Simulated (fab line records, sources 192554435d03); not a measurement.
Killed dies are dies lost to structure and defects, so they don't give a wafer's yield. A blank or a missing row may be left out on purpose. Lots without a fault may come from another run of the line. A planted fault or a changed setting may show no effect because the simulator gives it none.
fab line records | flow n5_finfet
record lots=11 wafers=32 last_day=19
route steps=1938 shown MOL_CONTACT_COAG@547 PASSIVATION@1910
lots that met no fault: from a run of the same line without faults
start_h: hours from the record's first day to the start of the lot's first wafer shown | wait_h: hours since the lot's step before | " the same as in the row above | L1.1+2: a row that stands for several wafers | - no value, or no start given | * or withheld: withheld | < > ~ a bound
route shown NAME@n: a module of which the file shows steps, and the number in the route of the first | usual: mean/standard deviation of fault-free wafers | same: alike in all rows | chamber/n: place in a boat | sites: the reading at each site | _std_site: their standard deviation | _edge_site: outer sites' mean less inner sites' | radius_mm: how far each site lies from the wafer's centre | mask NAME#n: copy n | behind: the tool/chamber that last shaped the wafer | hold: why the lot was held/for how many hours/how that ended | device: the transistor (n, p or np) that didn't switch | end of line: the same wafers' tests at the end of the route | a step without rows: its recipe alone | killed: dies lost to structure and defects at the first sort, not the wafer's yield | map: a wafer's dies, x killed, . not, _ none there
set.NAME: the setting as run; set.NAME@STEP: as run at that earlier step | model.NAME: the simulator's own value behind a step, which no gauge read
steps of the route over a sample of lots; a table a step, a row a wafer
services: from which hour (start_h, from the record's first day; less than 0 if before it) a tool's chamber was out of use, for how many hours, and why
## steps
# step N5_MOL_CONTACT_COAG_SPUTTER_143
# recipe material=Co target_thk_a=25 temp_c=25 chamber_pressure_pa=0.2
# usual throttle_valve_pct=30.5/1.2
# columns lot.wafer tool chamber start_h wait_h throttle_valve_pct
L378.2 pvd_sputter-03 - 89.70 0.0 32.6
L378.3 " - " " 29.3
L378.6 " - " " 29.4
L379.1 pvd_sputter-03 - 97.82 0.0 31.2
L379.2 " - " " 30.6
L379.5 " - " " 29.5
L380.2 pvd_sputter-03 - 102.20 0.0 32.9
L380.5 " - " " 32.4
L380.6 " - " " 30.9
L381.1 pvd_sputter-03 - 110.28 0.0 29.6
L381.5 " - " " 29.5
L381.6 " - " " 30.4
L382.1 pvd_sputter-01 - 114.25 0.0 30.0
L382.3 " - " " 31.0
L382.6 " - " " 31.0
L384.3 pvd_sputter-03 - 128.73 0.0 29.7
L384.4 " - " " 30.5
L384.5 " - " " 30.4
L389.3 pvd_sputter-03 - 157.40 0.0 32.7
L389.4 " - " " 30.6
L389.5 " - " " 31.4
L391.1 pvd_sputter-03 - 192.43 0.0 31.1
L391.2 " - " " 29.7
L391.3 " - " " 30.5
L393.1 pvd_sputter-02 - 198.38 0.0 29.2
L393.2 " - " " 29.7
L393.3 " - " " 28.7
L396.4 pvd_sputter-02 - 234.46 0.0 28.9
L396.5 " - " " 29.0
L396.6 " - " " 28.7
L401.2 pvd_sputter-01 - 242.15 0.0 31.1
L401.3 " - " " 31.1
# step N5_PASSIVATION_ETCH_59
# recipe chemistry=Cl2/BCl3 target=TaN target_depth_a=650 time_s=34.9 ion_energy_ev=100 pressure_mtorr=10 icp_w=900 bias_w=100 Cl2_flow_sccm=60 bcl3_flow_sccm=30
# usual drypump_motor_current_A=5.4/0.32 he_backside_leak_sccm=3.31/0.26 oes_product_au=0.81/0.1 throttle_valve_pct=21.20/0.27
# columns lot.wafer tool chamber start_h wait_h drypump_motor_current_A he_backside_leak_sccm oes_product_au rf_hours_counter_h throttle_valve_pct
L378.2 rie_metal-01 0 290.37 0.3 5.1 3.19 0.78 42 21.21
L378.3 " 0 " " 5.1 3.15 0.76 - 21.22
L378.6 " 0 " " 5.1 3.11 0.77 - 21.19
L379.1 rie_metal-01 1 298.55 0.7 6.0 3.35 0.67 97 21.73
L379.2 " 1 " " 5.9 3.34 0.67 - 21.75
L379.5 " 1 " " 6.0 3.21 0.66 - 21.74
L381.1 rie_metal-02 0 302.81 0.3 5.2 3.54 0.86 20 20.94
L381.5 " 0 " " 5.2 3.40 0.86 - 20.94
L381.6 " 1 " " 5.2 3.48 0.98 - 20.87
L380.2 rie_metal-03 1 314.09 0.3 5.7 3.32 0.80 32 21.40
L380.5 " 0 " " 5.1 3.37 0.67 - 21.25
L380.6 " 1 " " 5.7 3.26 0.79 - 21.40
L382.1 rie_metal-03 1 314.73 0.3 5.7 3.19 0.79 32 21.39
L382.3 " 0 " " 5.1 3.30 0.68 - 21.27
L382.6 " 1 " " 5.7 3.32 0.80 - 21.41
L384.3 rie_metal-01 1 319.72 0.2 6.0 3.31 0.66 - 21.73
L384.4 " 0 " " 5.1 3.22 0.78 - 21.21
L384.5 " 0 " " 5.1 3.22 0.77 - 21.19
L389.3 rie_metal-02 1 339.36 0.2 5.2 3.43 0.94 - 20.87
L389.4 " 0 " " 5.2 3.40 0.86 - 20.92
L389.5 " 0 " " 5.2 3.47 0.85 - 20.94
L391.1 rie_metal-02 0 354.08 0.3 5.2 3.31 0.86 25 20.94
L391.2 " 1 " " 5.2 3.37 0.92 8 20.88
L391.3 " 1 " " 5.1 3.29 0.92 - 20.88
L393.1 rie_metal-03 0 365.25 0.3 5.1 3.43 0.67 95 21.27
L393.2 " 1 " " 5.7 3.26 0.79 37 21.41
L393.3 " 1 " " 5.7 3.24 0.79 - 21.40
L396.4 rie_metal-03 0 418.49 0.2 5.1 3.15 0.64 - 21.30
L396.5 " 0 " " 5.1 3.34 0.65 - 21.28
L396.6 " 1 " " 5.7 3.16 0.77 - 21.41
L401.2 rie_metal-02 1 442.30 0.4 5.2 3.63 0.89 16 20.89
L401.3 " 1 " " 5.1 3.72 0.90 - 20.90
# step N5_PASSIVATION_STRIP_34
# recipe chemistry=O2 power_w=600 temp_c=60 pressure_mtorr=30 rf_frequency_hz=6e+07 bias_power_w=0 overash_fraction=2 o2_flow_sccm=225
# usual drypump_motor_current_A=5.6/0.49 oes_product_au=0.78/0.081 rf_vpp_V=3.7/1.6 showerhead_plenum_p_Torr=2.09/0.072 throttle_valve_pct=16.69/0.24
# columns lot.wafer tool chamber start_h wait_h drypump_motor_current_A oes_product_au rf_hours_counter_h rf_vpp_V showerhead_plenum_p_Torr throttle_valve_pct
L378.2 rie_diel-04 1 290.49 0.1 5.9 0.69 214 2.3 2.15 16.50
L378.3 " 3 " " 5.8 0.74 195 5.0 1.99 16.89
L378.6 " 3 " " 5.7 0.74 - 2.6 1.99 16.91
L379.1 rie_diel-04 2 298.77 0.2 5.8 0.76 125 5.1 2.11 16.84
L379.2 " 1 " " 5.9 0.69 218 1.9 2.15 16.52
L379.5 " 1 " " 5.9 0.69 - 2.8 2.15 16.51
L381.1 rie_diel-05 1 302.92 0.1 5.1 0.87 40 4.6 2.15 16.78
L381.5 " 0 " " 6.4 0.72 - 6.9 1.98 16.67
L381.6 " 1 " " 5.1 0.91 - 2.7 2.15 16.76
L380.2 rie_diel-04 2 314.21 0.1 5.8 0.76 131 5.1 2.11 16.84
L380.5 " 0 " " 4.7 0.78 - 2.5 2.09 16.44
L380.6 " 1 " " 5.9 0.69 - 2.2 2.15 16.56
L382.1 rie_diel-05 0 314.86 0.1 6.4 0.73 216 1.2 1.98 16.76
L382.3 " 1 " " 5.1 0.90 44 2.3 2.15 16.83
L382.6 " 0 " " 6.4 0.71 - 4.5 1.98 16.72
L384.3 rie_diel-06 0 319.81 0.1 5.8 0.87 79 6.0 2.20 16.67
L384.4 " 3 " " 6.0 0.75 171 0.3 2.20 16.99
L384.5 " 1 " " 5.8 0.75 - 2.4 2.00 16.82
L389.3 rie_diel-06 3 339.44 0.1 6.0 0.74 179 3.6 2.20 16.96
L389.4 " 2 " " 4.9 0.91 38 2.4 2.06 16.16
L389.5 " 1 " " 5.8 0.73 - 7.6 2.00 16.81
L391.1 rie_diel-04 2 354.19 0.1 5.8 0.77 145 7.0 2.11 16.86
L391.2 " 3 " " 5.8 0.73 220 3.9 1.98 16.96
L391.3 " 0 " " 4.8 0.77 141 2.7 2.09 16.49
L393.1 rie_diel-04 0 365.37 0.1 4.7 0.75 144 5.1 2.09 16.51
L393.2 " 3 " " 5.8 0.71 223 4.1 1.98 17.00
L393.3 " 2 " " 5.8 0.75 147 6.5 2.11 16.89
L396.4 rie_diel-04 3 418.62 0.1 5.8 0.69 - 1.9 1.97 17.01
L396.5 " 2 " " 5.8 0.70 - 7.2 2.10 16.92
L396.6 " 0 " " 4.7 0.74 - 5.0 2.08 16.57
L401.2 rie_diel-04 2 442.58 0.2 5.8 0.74 183 1.4 2.09 16.95
L401.3 " 1 " " 5.9 0.95 10 4.5 2.13 16.09
# step N5_PASSIVATION_STRIP_48
# recipe chemistry=O2 power_w=600 temp_c=60 pressure_mtorr=30 rf_frequency_hz=6e+07 bias_power_w=0 overash_fraction=0.5 o2_flow_sccm=225
# usual drypump_motor_current_A=5.6/0.49 oes_product_au=0.79/0.08 rf_vpp_V=3.4/2.1 showerhead_plenum_p_Torr=2.10/0.076 throttle_valve_pct=16.68/0.27
# columns lot.wafer tool chamber start_h wait_h drypump_motor_current_A oes_product_au rf_hours_counter_h rf_vpp_V showerhead_plenum_p_Torr throttle_valve_pct
L378.2 rie_diel-04 3 292.30 0.1 5.8 0.72 196 3.5 1.99 16.95
L378.3 " 0 " " 4.7 0.77 118 1.6 2.10 16.55
L378.6 " 0 " " 4.7 0.76 - 2.8 2.09 16.47
L379.1 rie_diel-06 3 300.70 0.1 6.0 0.74 165 2.6 2.20 17.05
L379.2 " 0 " " 5.9 0.86 72 1.4 2.20 16.69
L379.5 " 2 " " 4.9 0.93 - 3.6 2.07 16.15
L381.1 rie_diel-06 2 304.61 0.1 5.0 0.96 25 3.1 2.07 16.08
L381.5 " 0 " " 5.8 0.85 - 5.3 2.20 16.66
L381.6 " 1 " " 5.8 0.73 - 0.1 2.00 16.78
L380.2 rie_diel-06 2 316.01 0.1 4.9 0.93 29 4.3 2.06 16.13
L380.5 " 0 " " 5.8 0.85 - 1.9 2.20 16.74
L380.6 " 1 " " 5.8 0.74 - 2.5 2.00 16.78
L382.1 rie_diel-05 0 316.54 0.1 6.5 0.72 217 3.5 1.98 16.78
L382.3 " 1 " " 5.2 0.85 45 4.5 2.15 16.74
L382.6 " 0 " " 6.5 0.72 - 3.3 1.98 16.65
L384.3 rie_diel-05 3 321.49 0.1 5.5 0.89 20 0.3 2.14 16.63
L384.4 " 1 " " 5.2 0.89 - 2.8 2.15 16.82
L384.5 " 3 " " 5.5 0.91 - 4.1 2.14 16.58
L389.3 rie_diel-05 2 341.25 0.1 5.2 0.85 61 1.0 2.20 16.23
L389.4 " 0 " " 6.5 0.74 226 2.8 1.98 16.71
L389.5 " 2 " " 5.2 0.86 - 0.8 2.21 16.32
L391.1 rie_diel-04 3 355.88 0.1 5.7 0.71 220 5.8 1.98 16.92
L391.2 " 1 " " 5.9 0.66 236 3.4 2.14 16.51
L391.3 " 0 " " 4.8 0.78 141 5.5 2.09 16.52
L393.1 rie_diel-05 0 367.13 0.1 6.5 0.70 237 0 1.98 16.69
L393.2 " 2 " " 5.2 0.87 69 1.9 2.20 16.37
L393.3 " 1 " " 5.1 0.86 64 4.8 2.14 16.78
L396.4 rie_diel-04 3 420.94 0.0 5.8 0.70 - 1.1 1.97 17.03
L396.5 " 0 " " 4.7 0.72 - 3.2 2.08 16.52
L396.6 " 2 " " 5.8 0.72 - 4.4 2.09 16.89
L401.2 rie_diel-04 1 447.41 0.1 5.9 0.92 13 3.7 2.13 16.10
L401.3 " 2 " " 5.7 0.70 186 3.4 2.09 17.00
# step N5_PASSIVATION_PROBE_49
# usual defect_limited_yield=91.0/1.6 killed_at_M0_to_M3=35/11 killed_at_M4_up=14/5.3 killed_at_contacts=13/6.7 killed_at_front_end=41/12 killed_at_other=3.9/2.7 killed_dies=106/19 killed_open=70/14 killed_short=35/8.8 sort_bin_4_leakage=0.01/0.058 sort_bin_5_function=5.3/1 sort_bin_6_memory=3.3/0.81 sort_n_pass=1073/19 sort_yield_pct=91.0/1.6
# same gross_dies=1180 killed_at_back_side=0 sort_bin_8_speed[%]=0
# columns lot.wafer tool chamber start_h wait_h defect_limited_yield[%] killed_at_M0_to_M3 killed_at_M4_up killed_at_contacts killed_at_front_end killed_at_other killed_dies killed_open killed_short sort_bin_4_leakage[%] sort_bin_5_function[%] sort_bin_6_memory[%] sort_n_pass sort_yield_pct[%]
L378.2 prober-02 - 294.85 0.1 91.1 32 24 14 30 5 105 78 21 0 5.3 3.1 1075 91.1
L378.3 prober-02 - 294.90 0.1 90.6 29 22 12 45 3 111 78 28 0 4.8 4.2 1069 90.6
L378.6 prober-02 - 295.05 0.3 92.8 28 13 16 26 2 85 59 21 0 4.2 2.7 1095 92.8
L379.1 prober-02 - 303.23 0.0 91.2 33 10 20 36 5 104 71 31 0 4.9 3.6 1076 91.2
L379.2 prober-02 - 303.28 0.1 90.8 18 19 14 53 5 109 64 36 0 4.5 3.7 1071 90.8
L379.5 prober-02 - 303.43 0.2 90.6 16 12 15 63 5 111 73 36 0 5.7 3.5 1069 90.6
L382.1 prober-01 - 319.03 0.0 93.7 23 16 8 20 7 74 47 24 0 3.5 2.7 1106 93.7
L382.3 prober-01 - 319.13 0.1 91.4 38 13 10 37 3 101 60 40 0 5.6 2.8 1079 91.4
L382.6 prober-01 - 319.28 0.3 92.5 35 13 10 30 1 89 55 32 0 4.9 2.4 1091 92.5
L389.3 prober-01 - 343.85 0.1 81.5 32 8 144 29 5 218 55 20 0 12.3 3.3 962 81.5
L389.4 prober-01 - 343.90 0.2 80.6 40 16 142 24 7 229 61 31 0 12.7 3.9 951 80.6
L389.5 prober-01 - 343.95 0.2 81.4 31 13 132 35 8 219 63 32 0 11.4 4.4 961 81.4
L391.1 prober-02 - 358.37 0.0 79.2 31 24 132 50 9 246 79 51 0 13.6 4.2 934 79.2
L391.2 prober-02 - 358.42 0.1 80.6 49 17 127 32 4 229 68 47 0 11.9 4.3 951 80.6
L391.3 prober-02 - 358.47 0.1 79.5 35 8 150 45 4 242 71 35 0 12.8 4.3 938 79.5
L393.3 prober-02 - 369.74 0.1 92.6 18 8 16 44 1 87 57 29 0 4.0 3.4 1093 92.6
L396.4 prober-02 - 423.56 0.2 91.1 28 10 6 61 0 105 77 27 0 5.8 3.1 1075 91.1
L396.5 prober-02 - 423.61 0.2 87.5 31 16 14 83 3 147 98 46 0 6.8 5.3 1033 87.5
L396.6 prober-02 - 423.66 0.3 90.8 42 10 15 40 1 108 75 32 0 4.9 3.5 1072 90.8
# killed by level:class
L378.2 BEOL_M2:geometric_particle:open=15 MOL_CONTACT_COAG:geometric_particle:open=12 BEOL_M4:geometric_particle:open=9 FIN_SAQP:geometric_particle:open=7 BEOL_M0_SAQP:geometric_particle:open=7 STARTING-WAFER:geometric_particle:open=7 BEOL_M0_SAQP:geometric_particle:short=4 BEOL_M5:geometric_particle:open=4
L378.3 MOL_CONTACT_COAG:geometric_particle:open=12 FIN_SAQP:geometric_particle:open=11 STI_FIN_REVEAL:geometric_particle:open=10 BEOL_M4:geometric_particle:open=10 BEOL_M2:geometric_particle:open=9 BEOL_M0_SAQP:geometric_particle:short=7 BEOL_M0_SAQP:geometric_particle:open=6 FIN_SAQP:geometric_particle:short=5
L378.6 MOL_CONTACT_COAG:geometric_particle:open=11 BEOL_M0_SAQP:geometric_particle:open=10 FIN_SAQP:geometric_particle:open=6 BEOL_M1:geometric_particle:open=6 FIN_SAQP:geometric_particle:short=5 STI_FIN_REVEAL:geometric_particle:open=5 MOL_CONTACT_COAG:geometric_particle:short=5 BEOL_M5:geometric_particle:open=3
L379.1 MOL_CONTACT_COAG:geometric_particle:open=17 FIN_SAQP:geometric_particle:open=9 BEOL_M0_SAQP:geometric_particle:short=9 GATE_CUT:geometric_particle:short=7 BEOL_M1:geometric_particle:open=7 BEOL_M0_SAQP:geometric_particle:open=6 BEOL_M2:geometric_particle:open=6 FIN_SAQP:geometric_particle:short=4
L379.2 MOL_CONTACT_COAG:geometric_particle:open=12 BEOL_M4:geometric_particle:open=11 FIN_SAQP:geometric_particle:open=10 FIN_SAQP:geometric_particle:short=8 DUMMY_GATE:geometric_particle:open=7 HKMG_FIN:area_etch=7 BEOL_M0_SAQP:geometric_particle:open=6 STI_FIN_REVEAL:geometric_particle:short=4
L379.5 STI_FIN_REVEAL:geometric_particle:open=19 MOL_CONTACT_COAG:geometric_particle:open=11 FIN_SAQP:geometric_particle:open=9 FIN_SAQP:geometric_particle:short=8 BEOL_M2:geometric_particle:open=5 BEOL_M0_SAQP:geometric_particle:open=5 STI_FIN_REVEAL:geometric_particle:short=4 MOL_CONTACT_COAG:geometric_particle:short=4
L382.1 BEOL_M4:geometric_particle:open=9 MOL_CONTACT_COAG:geometric_particle:open=8 BEOL_M0_SAQP:geometric_particle:open=8 BEOL_M0_SAQP:geometric_particle:short=7 FIN_SAQP:geometric_particle:short=5 FIN_SAQP:geometric_particle:open=4 STI_FIN_REVEAL:geometric_particle:open=3 BEOL_M6:geometric_particle:short=3
L382.3 BEOL_M0_SAQP:geometric_particle:open=11 FIN_SAQP:geometric_particle:open=9 BEOL_M0_SAQP:geometric_particle:short=9 MOL_CONTACT_COAG:geometric_particle:open=7 FIN_SAQP:geometric_particle:short=6 BEOL_M3:geometric_particle:open=6 STI_FIN_REVEAL:geometric_particle:open=5 BEOL_M4:geometric_particle:open=5
L382.6 BEOL_M0_SAQP:geometric_particle:short=10 BEOL_M3:geometric_particle:open=8 FIN_SAQP:geometric_particle:open=7 MOL_CONTACT_COAG:geometric_particle:open=7 BEOL_M0_SAQP:geometric_particle:open=7 BEOL_M4:geometric_particle:open=7 FIN_SAQP:geometric_particle:short=6 STI_FIN_REVEAL:geometric_particle:open=5
L389.3 MOL_CONTACT_COAG:unspecified=135 STI_FIN_REVEAL:geometric_particle:open=9 BEOL_M0_SAQP:geometric_particle:open=8 MOL_CONTACT_COAG:geometric_particle:open=7 BEOL_M1:geometric_particle:open=7 BEOL_M3:geometric_particle:open=5 BEOL_M0_SAQP:geometric_particle:short=4 BEOL_M2:geometric_particle:open=4
L389.4 MOL_CONTACT_COAG:unspecified=136 BEOL_M3:geometric_particle:open=13 BEOL_M4:geometric_particle:open=9 BEOL_M1:geometric_particle:open=8 DUMMY_GATE:geometric_particle:open=6 BEOL_M2:geometric_particle:short=5 BEOL_M2:geometric_particle:open=5 MOL_CONTACT_COAG:geometric_particle:open=4
L389.5 MOL_CONTACT_COAG:unspecified=120 MOL_CONTACT_COAG:geometric_particle:open=11 FIN_SAQP:geometric_particle:short=9 FIN_SAQP:geometric_particle:open=9 BEOL_M1:geometric_particle:open=8 BEOL_M2:geometric_particle:open=7 BEOL_M4:geometric_particle:open=6 STARTING-WAFER:geometric_particle:short=5
L391.1 MOL_CONTACT_COAG:unspecified=116 STI_FIN_REVEAL:geometric_particle:open=17 BEOL_M4:geometric_particle:open=14 MOL_CONTACT_COAG:geometric_particle:open=11 FIN_SAQP:geometric_particle:open=10 BEOL_M0_SAQP:geometric_particle:short=10 BEOL_M0_SAQP:geometric_particle:open=7 FIN_SAQP:geometric_particle:short=6
L391.2 MOL_CONTACT_COAG:unspecified=113 MOL_CONTACT_COAG:geometric_particle:open=13 BEOL_M0_SAQP:geometric_particle:short=13 BEOL_M0:geometric_particle:open=11 BEOL_M4:geometric_particle:open=10 BEOL_M0_SAQP:geometric_particle:open=9 FIN_SAQP:geometric_particle:open=7 FIN_SAQP:geometric_particle:short=7
L391.3 MOL_CONTACT_COAG:unspecified=136 FIN_SAQP:geometric_particle:open=16 BEOL_M0_SAQP:geometric_particle:short=11 MOL_CONTACT_COAG:geometric_particle:open=10 FIN_SAQP:geometric_particle:short=9 STI_FIN_REVEAL:geometric_particle:open=8 BEOL_M3:geometric_particle:open=8 BEOL_M4:geometric_particle:open=7
L393.3 MOL_CONTACT_COAG:geometric_particle:open=13 FIN_SAQP:geometric_particle:open=11 FIN_SAQP:geometric_particle:short=9 BEOL_M1:geometric_particle:open=6 STI_FIN_REVEAL:geometric_particle:open=5 BEOL_M0_SAQP:geometric_particle:short=4 STI_FIN_REVEAL:geometric_particle:short=3 SPACER0:geometric_particle:short=3
L396.4 STI_FIN_REVEAL:geometric_particle:open=18 BEOL_M2:geometric_particle:open=10 FIN_SAQP:geometric_particle:open=9 GATE_CUT:geometric_particle:short=9 GATE_CUT:geometric_particle:open=7 MOL_CONTACT_COAG:geometric_particle:open=6 BEOL_M0_SAQP:geometric_particle:short=6 BEOL_M0:geometric_particle:open=5
L396.5 STI_FIN_REVEAL:geometric_particle:open=25 FIN_SAQP:geometric_particle:open=16 MOL_CONTACT_COAG:geometric_particle:open=14 FIN_SAQP:geometric_particle:short=12 STI_FIN_REVEAL:geometric_particle:short=8 BEOL_M2:geometric_particle:open=7 BEOL_M0_SAQP:geometric_particle:open=6 STARTING-WAFER:geometric_particle:open=5
L396.6 FIN_SAQP:geometric_particle:open=14 MOL_CONTACT_COAG:geometric_particle:open=12 BEOL_M0_SAQP:geometric_particle:short=12 BEOL_M0_SAQP:geometric_particle:open=11 STI_FIN_REVEAL:geometric_particle:open=9 FIN_SAQP:geometric_particle:short=8 BEOL_M2:geometric_particle:open=5 BEOL_M1:geometric_particle:open=4
## services
# columns tool chamber start_h hours kind
rie_diel-04 1 72.66 7.5 repair
rie_metal-03 0 81.65 3.5 repair
rie_diel-05 2 89.97 4.8 repair
rie_diel-04 1 106.99 5.1 repair
rie_metal-02 - 125.79 14.6 pm
rie_diel-05 0 147.50 7.9 repair
rie_diel-04 2 158.73 9.8 repair
rie_diel-05 2 186.93 18.4 repair
rie_diel-06 1 194.90 14.0 repair
rie_diel-04 2 221.50 5.6 repair
rie_diel-04 2 227.60 7.5 repair
rie_diel-04 - 246.59 4.3 pm
rie_diel-04 3 270.27 1.4 repair
rie_diel-05 1 276.52 6.8 repair
pvd_sputter-03 - 294.50 0.8 repair
rie_metal-02 - 308.24 2.8 pm
rie_diel-05 2 314.84 9.9 repair
rie_diel-04 - 349.59 0.2 repair
rie_diel-04 1 363.68 6.5 repair
pvd_sputter-03 - 376.74 2.5 repair
rie_diel-05 3 386.33 11.0 repair
rie_diel-06 3 389.38 10.4 repair
rie_diel-04 - 424.54 2.8 pm
pvd_sputter-03 - 432.98 1.1 repair
## key
first_sign step=N5_PASSIVATION_PROBE_49 reading=killed_at_contacts direction=up sigmas=19 usual=13 struck=138
effect step=N5_PASSIVATION_PROBE_49 reading=defect_limited_yield direction=down sigmas=6.4 usual=91.0 struck=80.5
more_kills_born_at N5_MOL_CONTACT_COAG_SPUTTER_143@pvd_sputter-03=754
met_at N5_MOL_CONTACT_COAG_SPUTTER_143
struck_lots L389,L391
not_acting_at N5_PASSIVATION_ETCH_59,N5_PASSIVATION_STRIP_34,N5_PASSIVATION_STRIP_48
onset_between 128.73 157.40
fault kind=chamber_particle_source tool=pvd_sputter-03 chamber=- onset_h=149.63 steps=N5_MOL_CONTACT_COAG_SPUTTER_143 rate_per_visit_cm2=1.1631 end_h=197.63
